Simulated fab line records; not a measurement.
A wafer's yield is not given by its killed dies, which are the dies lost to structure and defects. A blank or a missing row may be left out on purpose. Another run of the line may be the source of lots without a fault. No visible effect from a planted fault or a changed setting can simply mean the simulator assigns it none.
Problem report in the 8D (eight disciplines) form, filled by code ; flow nand harc ; the parts of the form that need people (team, actions taken, sign-off) are left out

1. WHAT WENT WRONG
cd nm at NHARC_P_ZERO_WELL_CD_MEAS_37 reads a mean of 768.0 nm on 4 wafers of 2 lots; wafers without a fault read 719.6 nm with a standard deviation of 2.1. That is +23 standard deviations from the usual mean.
The step: target cd 720 nm.
First observed at day 2 16:10: wafer L334.2, on cd sem-03. The record has a number at this step for 33 wafers belonging to 11 lots. The rule behind "out" and "out of limits": a value lying over 4 standard deviations away from the usual mean. The other wafers with a number count as sound.

2. WHAT THIS IS AND IS NOT
question;is;is not
which readings at this step;cd nm;-
which lots;L334, L336;L330, L331, L337, L343, L344, L349, L350, L352, L353
which wafers of those lots;L334.2, L334.5, L336.2, L336.5;L334.6, L336.3
read on which gauges;cd sem-03;cd sem-01, cd sem-02
when;from day 2 16:10;"up to then (7 sound wafers); but 22 sound wafers of L336, L337, L343, L344, L349, L350, L352, L353 came after"

3. WHAT RULES OUT EACH SUSPECT
Counting: a tool at a process step up to the reading stays a suspect if it ran every lot that is out. Sound lots after the first of them don't rule it out here, since some wafers of a struck lot are sound.
- the gauge at NHARC_P_ZERO_WELL_CD_MEAS_37: kept. All the wafers that are out were read on cd sem-03, and no step on other tools shows them out.
- krf scanner-03 at NHARC_P_ZERO_WELL_EXPOSE_34 (exposes mask P PWELL, target cd 720 nm): kept. It ran every lot that is out, first L334 (day 2 16:01).
The count leaves cd sem-03 at NHARC_P_ZERO_WELL_CD_MEAS_37 and krf scanner-03 at NHARC_P_ZERO_WELL_EXPOSE_34.

4. THE CAUSE (what the simulator had put in)
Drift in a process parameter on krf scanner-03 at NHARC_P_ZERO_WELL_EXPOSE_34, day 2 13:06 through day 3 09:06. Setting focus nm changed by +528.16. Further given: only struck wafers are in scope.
2 suspects survive the count, and this tool is in that group.

5. THE CHAIN OF EFFECTS, in route order
Rows list readings where the struck wafers' mean (over those with a number) sits beyond 3 standard deviations from the usual. Only readings whose record carries a usual standard deviation are examined. hours: median over the lots of the time between each lot's start at the first step of this table that gives one and its start at this step. sigmas: the change, counted in usual standard deviations.
hours;step;reading;usual;on struck wafers;change;sigmas
0;NHARC_P_ZERO_WELL_CD_MEAS_37;cd nm;719.6 nm;768.0;+48.4;+23
Later steps that measure or inspect, where all struck wafers having a row at the step show a number for every such reading and not one has moved that far: NHARC_P_STI_INSPECT_25, NHARC_END_SORT_01.

6. WHAT WOULD HAVE CAUGHT IT SOONER
The first out-of-limits reading at a measuring or inspecting step in this record came at day 2 16:10, 3 hours after the fault's start at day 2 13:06.
L336, from the lots that are out (2), started NHARC_P_ZERO_WELL_EXPOSE_34 on krf scanner-03 later than day 2 16:10. Had the tool been put on hold then, it would have been spared.
